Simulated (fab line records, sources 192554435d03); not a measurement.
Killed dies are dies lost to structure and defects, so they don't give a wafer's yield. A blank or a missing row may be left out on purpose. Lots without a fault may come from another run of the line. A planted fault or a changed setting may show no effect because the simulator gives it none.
A struck lot beside a sound one | flow n5_finfet | 15 steps out of a route of 1938
Sound: wafers L518.2, L518.4, L518.6. Struck: wafers L530.1, L530.3, L530.4. The cause comes at the end.
At each step with rows: each side's tool, then ch and its chambers, then its first start. Under that, the readings that differ: sound wafers | struck wafers | difference of the means | sigmas: that difference in standard deviations of wafers without a fault.
alike: readings whose means differ by less than 2 such deviations, and words and numbers that are the same on both sides. not compared: withheld readings, readings that some wafer has no value for, bounds like >300 that may hide the same value, and numbers for which the record gives no deviation and whose values overlap.
The two part at a step that has a row with sigmas, a row that says differs or no value, or rows on one side only. Numbers that don't overlap but have no deviation are shown without sigmas and don't part them. A reading that every wafer of one side lacks parts them only if that side has two wafers or more.

first, 3 steps without rows for these wafers: N5_BEOL_M15_STRIP_36 (strips in O2); N5_BEOL_M15_STRIP_62 (strips in O2); N5_BEOL_M15_STRIP_37 (strips in O2).
N5_BEOL_M15_ETCH_38: etches SiCN in CF4/N2, target depth 106.4 nm, time 120.5 s.
  sound on rie_diel-03 ch 1,3; struck on rie_diel-03 ch 0,1,3
  alike: drypump_motor_current_A, oes_product_au, rf_vpp_V, showerhead_plenum_p_Torr, throttle_valve_pct
  not compared: rf_hours_counter_h
then, 3 steps without rows for these wafers: N5_BEOL_M15_PRECLEAN_39 (cleans in residue remover, time 60 s); N5_BEOL_M15_SRD_40 (time 30 s, dry time 30 s); N5_BEOL_M15_DEGAS_41 (time 60 s).
N5_BEOL_M15_PRE_CLEAN_42: time 30 s.
  sound on pvd_sputter-03, day 12 15:02; struck on pvd_sputter-02, day 15 23:40
  alike: heater_power_w, susceptor_temp_C
N5_BEOL_M15_SPUTTER_43: material TaN, target thk 15 nm, time 24.19 s.
  sound on pvd_sputter-03, day 12 15:04; struck on pvd_sputter-02, day 15 23:42
  alike: susceptor_temp_C, throttle_valve_pct
then, 1 step without rows for these wafers: N5_BEOL_M15_SPUTTER_44 (material Ta, target thk 15 nm, time 24.19 s).
N5_BEOL_M15_SPUTTER_45: material Cu, target thk 100 nm, time 16.67 s.
  sound on pvd_sputter-03, day 12 15:14; struck on pvd_sputter-02, day 15 23:52
  alike: chuck_gas_flow_sccm, susceptor_temp_C, throttle_valve_pct
then, 1 step without rows for these wafers: N5_BEOL_M15_ECD_47 (material Cu, target thk 1860 nm).
N5_BEOL_M15_ANNEAL_48: time 90 s.
  sound on rtp_anneal-02 ch 0, day 12 15:38; struck on rtp_anneal-01 ch 0, day 16 00:22
  reading          | sound             | struck            | difference | sigmas
  wafer_temp_C_max | 226.6 226.9 226.6 | 232.9 233.0 232.7 | +6.2       | +9
N5_BEOL_M15_CMP_49: polishes, stops on SiO2, t overpolish 4.9 s, target thk 850 nm.
  sound on cmp-04 ch 0,1,3, day 12 15:58; struck on cmp-04 ch 0,1,3, day 16 00:42
  alike: barrier_field_endpoint_s, head_pressure_psi, motor_current_A, overpolish_run_s
  not compared: pad_life_wafers
then, 1 step without rows for these wafers: N5_PASSIVATION_PROBE_49.

WHERE THEY PART
Only at N5_BEOL_M15_ANNEAL_48, within this record. Later steps at which nothing parts them and some readings are alike: N5_BEOL_M15_CMP_49.

WHY: what the simulator had put in
Process parameter drift: rtp_anneal-01, from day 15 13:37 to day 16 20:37, at N5_BEOL_M15_ANNEAL_48. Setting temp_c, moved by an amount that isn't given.
